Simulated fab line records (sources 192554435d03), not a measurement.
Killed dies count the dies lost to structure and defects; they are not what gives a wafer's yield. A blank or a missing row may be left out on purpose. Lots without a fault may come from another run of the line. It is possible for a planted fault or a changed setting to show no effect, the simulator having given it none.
2 desks, one fault    flow n5 finfet    only its own numbers are on each desk; what lay behind them is given at the end

## FOR THE TOOL OWNER'S DESK: rie metal-03
The tool's own readings at N5_GATE_CUT_ETCH_47 (etches SiO2 in Cl2/BCl3, target depth 10 nm): means of the sampled wafers that have a number, for each lot that ran on this tool. Marked OUT: a lot whose mean sits more than 4 standard deviations from the usual mean, which makes it out of limits; the brackets give that distance.
Columns: A = bcl3 flow sccm at N5_GATE_CUT_ETCH_47, usual 21.76 sccm; B = drypump motor current A at N5_GATE_CUT_ETCH_47, usual 5.8 A; C = mfc cl2 sccm at N5_GATE_CUT_ETCH_47, usual 53.25 sccm; D = oes product au at N5_GATE_CUT_ETCH_47, usual 0.77 a.u.; E = throttle valve pct at N5_GATE_CUT_ETCH_47, usual 22.80 %
lot   first seen here  A      B    C      D     E
L851  day 4 16:45      21.84  6.1  53.41  0.61  22.94
L855  day 5 13:29      21.74  6.2  53.36  0.60  22.95
L860  day 6 17:05      21.78  6.1  53.14  0.80  22.83
L863  day 7 22:52      21.86  6.1  53.25  0.78  22.85
Finding of this desk: none of the 4 lots has anything out of limits.

## AT THE METROLOGY DESK
What the gauges read for every lot (on any tool): the sampled wafers with a number, averaged. Marked OUT: a lot whose mean sits more than 4 standard deviations from the usual mean, which makes it out of limits; the brackets give that distance.
Columns: A = cd nm at N5_PASSIVATION_CD_MEAS_30, usual 4001.0 nm
lot   first seen here  A
L851  day 11 03:05     3997.8
L853  day 11 10:16     4001.8
L852  day 11 13:32     4003.6
L855  day 11 20:57     4000.5
L859  day 12 09:44     4001.7
L860  day 13 02:17     4002.1
L871  day 17 06:34     4001.4
L862  day 17 13:32     3999.6
L863  day 19 05:02     4000.4
L874  day 19 09:36     4003.0
Finding of this desk: none of the 10 lots has anything out of limits.

## PUT TOGETHER
The desk of the tool owner found nothing out of limits.
The metrology desk saw nothing out of limits.

## WHAT HAD BEEN PUT IN BY THE SIMULATOR
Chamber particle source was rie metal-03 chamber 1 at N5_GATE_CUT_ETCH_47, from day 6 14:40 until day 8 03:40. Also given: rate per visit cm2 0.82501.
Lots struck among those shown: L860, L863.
